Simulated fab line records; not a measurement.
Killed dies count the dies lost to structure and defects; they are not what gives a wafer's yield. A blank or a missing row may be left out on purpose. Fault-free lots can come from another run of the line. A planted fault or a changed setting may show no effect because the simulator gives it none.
Chamber matching | flow n5_finfet | rie_diel-01 running N5_BEOL_M0_ETCH_109: 3 sister chambers
The step etches SiCN in CH3F/O2, target depth 8 nm, overetch 2.4 nm, time 27.4 s. 14 wafers are shown with their chamber, then 6 later ones without.

== WAFERS PAIRED WITH THEIR CHAMBERS ==
wafer  | chamber | showerhead_plenum_p_Torr (Torr) | throttle_valve_pct (%) | oes_product_au (a.u.)
L074.2 | 1       | 2.04                            | 15.94                  | 0.75
L074.3 | 2       | 1.98                            | 16.54                  | 0.60
L074.6 | 0       | 2.06                            | 16.57                  | 0.59
L076.1 | 1       | 2.03                            | 15.95                  | 0.74
L076.4 | 2       | 1.98                            | 16.57                  | 0.61
L076.6 | 1       | 2.03                            | 15.94                  | 0.75
L079.1 | 0       | 2.05                            | 16.59                  | 0.59
L079.2 | 2       | 1.98                            | 16.57                  | 0.61
L079.4 | 1       | 2.03                            | 15.96                  | 0.76
L085.1 | 1       | 2.03                            | 15.98                  | 0.72
L085.4 | 0       | 2.05                            | 16.07                  | 0.83
L085.5 | 0       | 2.05                            | 16.08                  | 0.82
L088.2 | 0       | 2.05                            | 16.09                  | 0.81
L088.3 | 1       | 2.02                            | 16.01                  | 0.72

SIGNATURES (means of the wafers above)
reading                  | chamber 0 | chamber 1 | chamber 2 | scatter within a chamber
showerhead_plenum_p_Torr | 2.0520    | 2.0300    | 1.9800    | 0.00505
throttle_valve_pct       | 16.2800   | 15.9633   | 16.5600   | 0.166
oes_product_au           | 0.7280    | 0.7400    | 0.6067    | 0.077
Rule: for each reading, subtract the chamber's mean from the wafer's reading, divide by that reading's scatter and square the result; add these up over the readings and take the root, which gives the wafer's distance from the chamber. The wafer belongs to the nearest chamber; if the next one is less than 2 further off, it can't be placed. The scatter is the square root of a quotient: the sum, over the shown wafers, of each reading's squared deviation from its chamber's mean, divided by wafers minus chambers.

== WAFERS WITH NO CHAMBER GIVEN ==
wafer  | showerhead_plenum_p_Torr (Torr) | throttle_valve_pct (%) | oes_product_au (a.u.)
L088.5 | 1.97                            | 16.62                  | 0.60
L093.2 | 1.97                            | 16.12                  | 0.82
L093.5 | 2.05                            | 16.12                  | 0.78
L097.1 | 1.97                            | 16.15                  | 0.79
L097.2 | 2.02                            | 16.03                  | 0.70
L097.6 | 1.97                            | 16.17                  | 0.79

== CHAMBER TAKEN BY EACH ==
wafer  | from the rows above | in truth
L088.5 | 2                   | 2
L093.2 | 2                   | 2
L093.5 | 0                   | 0
L097.1 | 2                   | 2
L097.2 | 1                   | 1
L097.6 | 2                   | 2
Correctly placed: 6 of 6. From these rows, 0 cannot be placed. Placed wrongly: 0.
